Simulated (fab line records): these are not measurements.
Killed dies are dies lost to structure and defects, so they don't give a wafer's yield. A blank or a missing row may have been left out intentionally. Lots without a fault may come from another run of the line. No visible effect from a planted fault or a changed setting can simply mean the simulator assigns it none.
Chamber matching / flow n5Finfet / rieDiel-03 running N5_BEOL_M10_STRIP_19: 4 sister chambers
The step strips in O2. 18 wafers are shown with their chamber, then 9 later ones without.

## WAFERS WITH THEIR CHAMBER
wafer=L075.1; chamber=1; showerheadPlenumPTorr (Torr)=2.00; throttleValvePct (%)=16.33; drypumpMotorCurrentA (A)=5.4
wafer=L075.3; chamber=3; showerheadPlenumPTorr (Torr)=2.09; throttleValvePct (%)=17.08; drypumpMotorCurrentA (A)=5.5
wafer=L075.6; chamber=1; showerheadPlenumPTorr (Torr)=2.00; throttleValvePct (%)=16.33; drypumpMotorCurrentA (A)=5.4
wafer=L078.1; chamber=2; showerheadPlenumPTorr (Torr)=2.22; throttleValvePct (%)=16.40; drypumpMotorCurrentA (A)=5.8
wafer=L078.3; chamber=3; showerheadPlenumPTorr (Torr)=2.08; throttleValvePct (%)=17.08; drypumpMotorCurrentA (A)=5.5
wafer=L078.5; chamber=3; showerheadPlenumPTorr (Torr)=2.08; throttleValvePct (%)=17.09; drypumpMotorCurrentA (A)=5.5
wafer=L081.3; chamber=3; showerheadPlenumPTorr (Torr)=2.08; throttleValvePct (%)=17.08; drypumpMotorCurrentA (A)=5.5
wafer=L081.4; chamber=0; showerheadPlenumPTorr (Torr)=2.15; throttleValvePct (%)=16.59; drypumpMotorCurrentA (A)=5.6
wafer=L081.5; chamber=0; showerheadPlenumPTorr (Torr)=2.15; throttleValvePct (%)=16.57; drypumpMotorCurrentA (A)=5.7
wafer=L082.2; chamber=2; showerheadPlenumPTorr (Torr)=2.21; throttleValvePct (%)=16.43; drypumpMotorCurrentA (A)=5.8
wafer=L082.3; chamber=1; showerheadPlenumPTorr (Torr)=1.99; throttleValvePct (%)=16.35; drypumpMotorCurrentA (A)=5.4
wafer=L082.6; chamber=2; showerheadPlenumPTorr (Torr)=2.21; throttleValvePct (%)=16.42; drypumpMotorCurrentA (A)=5.8
wafer=L086.1; chamber=3; showerheadPlenumPTorr (Torr)=2.08; throttleValvePct (%)=17.11; drypumpMotorCurrentA (A)=5.6
wafer=L086.2; chamber=0; showerheadPlenumPTorr (Torr)=2.15; throttleValvePct (%)=16.58; drypumpMotorCurrentA (A)=5.7
wafer=L086.6; chamber=1; showerheadPlenumPTorr (Torr)=1.99; throttleValvePct (%)=16.38; drypumpMotorCurrentA (A)=5.4
wafer=L089.1; chamber=0; showerheadPlenumPTorr (Torr)=2.15; throttleValvePct (%)=16.60; drypumpMotorCurrentA (A)=5.7
wafer=L089.3; chamber=2; showerheadPlenumPTorr (Torr)=2.21; throttleValvePct (%)=16.44; drypumpMotorCurrentA (A)=5.8
wafer=L089.6; chamber=0; showerheadPlenumPTorr (Torr)=2.15; throttleValvePct (%)=16.60; drypumpMotorCurrentA (A)=5.7

SIGNATURES (averages over the wafers above)
reading=showerheadPlenumPTorr; chamber 0=2.1500; chamber 1=1.9950; chamber 2=2.2125; chamber 3=2.0820; scatter within a chamber=0.00427
reading=throttleValvePct; chamber 0=16.5880; chamber 1=16.3475; chamber 2=16.4225; chamber 3=17.0880; scatter within a chamber=0.0167
reading=drypumpMotorCurrentA; chamber 0=5.680; chamber 1=5.400; chamber 2=5.800; chamber 3=5.520; scatter within a chamber=0.0338
Rule: for each reading, subtract the chamber's mean from the wafer's reading, divide by that reading's scatter and square the result; add these up over the readings and take the root, which gives the wafer's distance from the chamber. The wafer belongs to the nearest chamber; if the next one is less than 2 further off, it can't be placed. The scatter is the square root of a quotient: the sum, over the shown wafers, of each reading's squared deviation from its chamber's mean, divided by wafers minus chambers.

## WAFERS WHOSE CHAMBER IS MISSING
wafer=L091.1; showerheadPlenumPTorr (Torr)=1.99; throttleValvePct (%)=16.39; drypumpMotorCurrentA (A)=5.4
wafer=L091.2; showerheadPlenumPTorr (Torr)=2.21; throttleValvePct (%)=16.46; drypumpMotorCurrentA (A)=5.8
wafer=L091.6; showerheadPlenumPTorr (Torr)=2.14; throttleValvePct (%)=16.61; drypumpMotorCurrentA (A)=5.7
wafer=L097.2; showerheadPlenumPTorr (Torr)=2.20; throttleValvePct (%)=16.47; drypumpMotorCurrentA (A)=5.8
wafer=L097.3; showerheadPlenumPTorr (Torr)=2.14; throttleValvePct (%)=16.62; drypumpMotorCurrentA (A)=5.6
wafer=L097.6; showerheadPlenumPTorr (Torr)=1.99; throttleValvePct (%)=16.44; drypumpMotorCurrentA (A)=5.4
wafer=L096.3; showerheadPlenumPTorr (Torr)=2.14; throttleValvePct (%)=16.63; drypumpMotorCurrentA (A)=5.7
wafer=L096.4; showerheadPlenumPTorr (Torr)=1.98; throttleValvePct (%)=16.42; drypumpMotorCurrentA (A)=5.4
wafer=L096.6; showerheadPlenumPTorr (Torr)=2.20; throttleValvePct (%)=16.51; drypumpMotorCurrentA (A)=5.8

## WHICH CHAMBER EACH ONE RAN IN
wafer=L091.1; from the rows above=1; in truth=1
wafer=L091.2; from the rows above=2; in truth=2
wafer=L091.6; from the rows above=0; in truth=0
wafer=L097.2; from the rows above=2; in truth=2
wafer=L097.3; from the rows above=0; in truth=0
wafer=L097.6; from the rows above=1; in truth=1
wafer=L096.3; from the rows above=0; in truth=0
wafer=L096.4; from the rows above=1; in truth=1
wafer=L096.6; from the rows above=2; in truth=2
9 of 9 placed correctly. From these rows, 0 cannot be placed. Wrongly placed: 0.
